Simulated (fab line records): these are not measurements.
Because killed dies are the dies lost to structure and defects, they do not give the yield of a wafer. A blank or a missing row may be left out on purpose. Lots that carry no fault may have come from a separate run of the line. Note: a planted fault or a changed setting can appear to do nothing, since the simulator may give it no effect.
Problem report, 8D (eight disciplines) form, completed by code ; flow n5_finfet ; the parts of the form that need people (team, actions taken, sign-off) are left out

1. PROBLEM STATEMENT
susceptor_temp_C at N5_BEOL_M7_ILD_DEP_00 reads a mean of 298.82 C on 4 wafers of 2 lots; wafers without a fault read 299.99 C with a standard deviation of 0.2. That puts it -5.8 standard deviations away from the usual mean.
The step: deposits SiCOH lowk from DEMS/porogen, target thk 179.75 nm, time 33.4 s.
The first sign was on wafer L379.3 at day 11 11:39, on pecvd-01. Wafers with a number at this step in the record: 18, from 6 lots. Rule for "out" (also "out of limits"): further than 4 standard deviations from the usual mean. The rest of the wafers with a number are treated as sound.

2. WHAT IT IS, WHAT IT ISN'T
question;is;is not
which readings at this step;susceptor_temp_C;chamber_pressure_Torr, heater_power_w, showerhead_plenum_p_Torr, showerhead_vpp_V, throttle_valve_pct
which lots;L379, L383;L371, L372, L376, L385
which wafers of those lots;L379.3, L379.4, L383.3, L383.5;L379.1, L383.1
read on which tools;pecvd-01;pecvd-02, pecvd-03
when;from day 11 11:39;"up to then (10 sound wafers); but 4 sound wafers of L383, L385 came after"

3. THE SUSPECTS, EACH WITH WHAT RULES IT OUT
Counting: any tool at a process step up to the reading remains a suspect provided it ran every lot that is out. Sound lots after the first of them don't rule it out here, since some wafers of a struck lot are sound.
- pvd_sputter-03 at N5_BEOL_M6_SURFACE_TREAT_79: kept. Every lot that is out went through it, the first being L379 (day 11 10:10); the last sound lot it ran before that was L376 (day 11 02:23).
- rtp_anneal-01 at N5_BEOL_M6_ANNEAL_51 (time 90 s): kept. Every lot that is out went through it, the first being L379 (day 11 10:51); the last sound lot it ran before that was L376 (day 11 02:59).
- pecvd-01 at N5_BEOL_M7_ILD_DEP_00 (deposits SiCOH lowk from DEMS/porogen, target thk 179.75 nm, time 33.4 s): kept. Every lot that is out went through it, the first being L379 (day 11 11:39); the last sound lot it ran before that was L372 (day 10 11:44). On those wafers its own readings are out: susceptor_temp_C.
- pecvd-01, N5_BEOL_M7_ILD_DEP_00: wafers that are out in chamber 2, sound lot-mates in chambers 0, 1.
After the count, these remain: pvd_sputter-03 at N5_BEOL_M6_SURFACE_TREAT_79, rtp_anneal-01 at N5_BEOL_M6_ANNEAL_51 and pecvd-01 at N5_BEOL_M7_ILD_DEP_00.

4. THE CAUSE (what the simulator had put in)
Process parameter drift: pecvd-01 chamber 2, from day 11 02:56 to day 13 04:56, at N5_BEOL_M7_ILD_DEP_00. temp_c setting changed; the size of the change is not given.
After counting, 3 suspects remain, this tool included.

5. THE CHAIN OF EFFECTS, in route order
Each row: a reading whose mean over the struck wafers that have a number lies more than 3 standard deviations from the usual. Only readings for which the record gives a usual standard deviation are gone through. hours: the time from each lot's start at the first step in this table that gives one to its start at this step, as a median over the lots. sigmas: the change in usual standard deviations.
hours;step;reading;usual;on struck wafers;change;sigmas
0;N5_BEOL_M7_ILD_DEP_00;susceptor_temp_C;299.99 C;298.82;-1.17;-5.8
Its process steps:
- N5_BEOL_M7_ILD_DEP_00: deposits SiCOH lowk from DEMS/porogen, target thk 179.75 nm, time 33.4 s.

6. WHAT WOULD HAVE CAUGHT IT SOONER
In this record no reading fell out of limits until day 11 11:39, 9 hours after the fault had begun at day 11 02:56.
